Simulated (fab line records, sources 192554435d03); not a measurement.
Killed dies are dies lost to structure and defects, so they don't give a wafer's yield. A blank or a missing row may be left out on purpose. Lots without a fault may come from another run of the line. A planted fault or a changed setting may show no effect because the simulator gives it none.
Which tool did it? | flow n5_finfet | 12 lots, 36 wafers sampled, at 3 steps of a route of 1938

WHAT THE GAUGES READ, wafer by wafer
N5_BEOL_M15_THK_MEAS_50: measures by xrf.
lot  | measured     | on            | M15_THK (nm)
L220 | day 12 17:30 | film_metro-02 | 810 821 811
L221 | day 12 19:23 | film_metro-02 | 821 827 808
L222 | day 13 18:47 | film_metro-02 | 844 830 849
L223 | day 13 14:01 | film_metro-02 | 817 820 817
L226 | day 14 18:58 | film_metro-02 | 849 807 813
L227 | day 15 08:25 | film_metro-01 | 848 856 846
L228 | day 16 03:56 | film_metro-01 | 838 829 834
L233 | day 17 02:07 | film_metro-01 | 864 850 863
L238 | day 18 07:21 | film_metro-02 | 846 819 844
L239 | day 18 03:18 | film_metro-01 | 856 836 827
L240 | day 19 04:40 | film_metro-02 | 829 829 836
L241 | day 19 05:07 | film_metro-01 | 856 839 819

N5_PASSIVATION_CD_MEAS_10: target cd 3000 nm.
lot  | measured     | on        | cd_nm (nm)
L220 | day 12 22:38 | cd_sem-01 | 2999.2 2999.2 3002.4
L221 | day 13 03:20 | cd_sem-01 | 3000.7 2999.4 2997.5
L222 | day 14 03:29 | cd_sem-02 | 3000.5 2996.5 2999.0
L223 | day 13 20:38 | cd_sem-02 | 3000.9 3002.1 3001.8
L226 | day 15 03:37 | cd_sem-03 | 2999.0 3000.7 3000.8
L227 | day 15 13:44 | cd_sem-02 | 2999.7 2997.5 2998.1
L228 | day 16 11:25 | cd_sem-03 | 3001.9 3004.0 3003.1
L233 | day 17 09:52 | cd_sem-01 | 3002.7 3001.0 3000.7
L238 | day 18 13:05 | cd_sem-02 | 3000.1 3001.3 2998.9
L239 | day 18 09:08 | cd_sem-03 | 3003.0 3001.4 2999.4
L240 | day 19 11:45 | cd_sem-02 | 3000.1 3001.9 2997.8
L241 | day 19 12:36 | cd_sem-02 | 3002.5 3002.6 3000.5

WHICH TOOL RAN EACH LOT (tool, then ch and the chambers of the sampled wafers, then the start)
lot  | N5_HKMG_FIN_PRECLEAN_83
L220 | wet_bench-05 ch 2,6,7, day 4 12:50
L221 | wet_bench-05 ch 1,2,4, day 4 22:29
L222 | wet_bench-05 ch 3,5,6, day 5 00:17
L223 | wet_bench-03 ch 1,2,3, day 5 08:06
L226 | wet_bench-06 ch 3,6,7, day 6 03:00
L227 | wet_bench-03 ch 1,5,6, day 6 10:20
L228 | wet_bench-03 ch 4,6,7, day 6 16:49
L233 | wet_bench-06 ch 0,1,4, day 7 22:06
L238 | wet_bench-06 ch 2,4,5, day 9 05:38
L239 | wet_bench-03 ch 1,6,7, day 9 07:44
L240 | wet_bench-03 ch 3,4,5, day 9 14:24
L241 | wet_bench-03 ch 3,6,7, day 9 19:25
- N5_HKMG_FIN_PRECLEAN_83: cleans in DIW, time 57.5 s.

WHAT THE TOOLS THEMSELVES READ (means of the sampled wafers that have a number; where no wafer has one, the mark that the record gives instead)
The record holds no such reading with a usual standard deviation.

THE ANSWER, worked out from the rows above alone
Rule: what is usual is taken from the lots themselves. Put in order of their means at a reading, lots are off if they are a third of the lots or fewer, leave a main group of 4 or more, and stand apart from it by a gap of 3 or more times the standard deviation of the main group's means; of several such gaps the widest counts. A main group whose means are all the same, to the digits that the tables above print for the reading, isn't used. A lot without any number at a reading at which 4 lots or more have one is off too. The other lots that the step has rows for count as sound. The gauges are gone through in route order, then the tools' own readings, and for those a lot's mean is taken as printed above. The first step at which some lot is off is used, and at that step the reading that is off furthest; a lot without a number counts as furthest.
No lot is off at any reading shown: from this, nothing can be told.

WHAT THE SIMULATOR HAD PUT IN
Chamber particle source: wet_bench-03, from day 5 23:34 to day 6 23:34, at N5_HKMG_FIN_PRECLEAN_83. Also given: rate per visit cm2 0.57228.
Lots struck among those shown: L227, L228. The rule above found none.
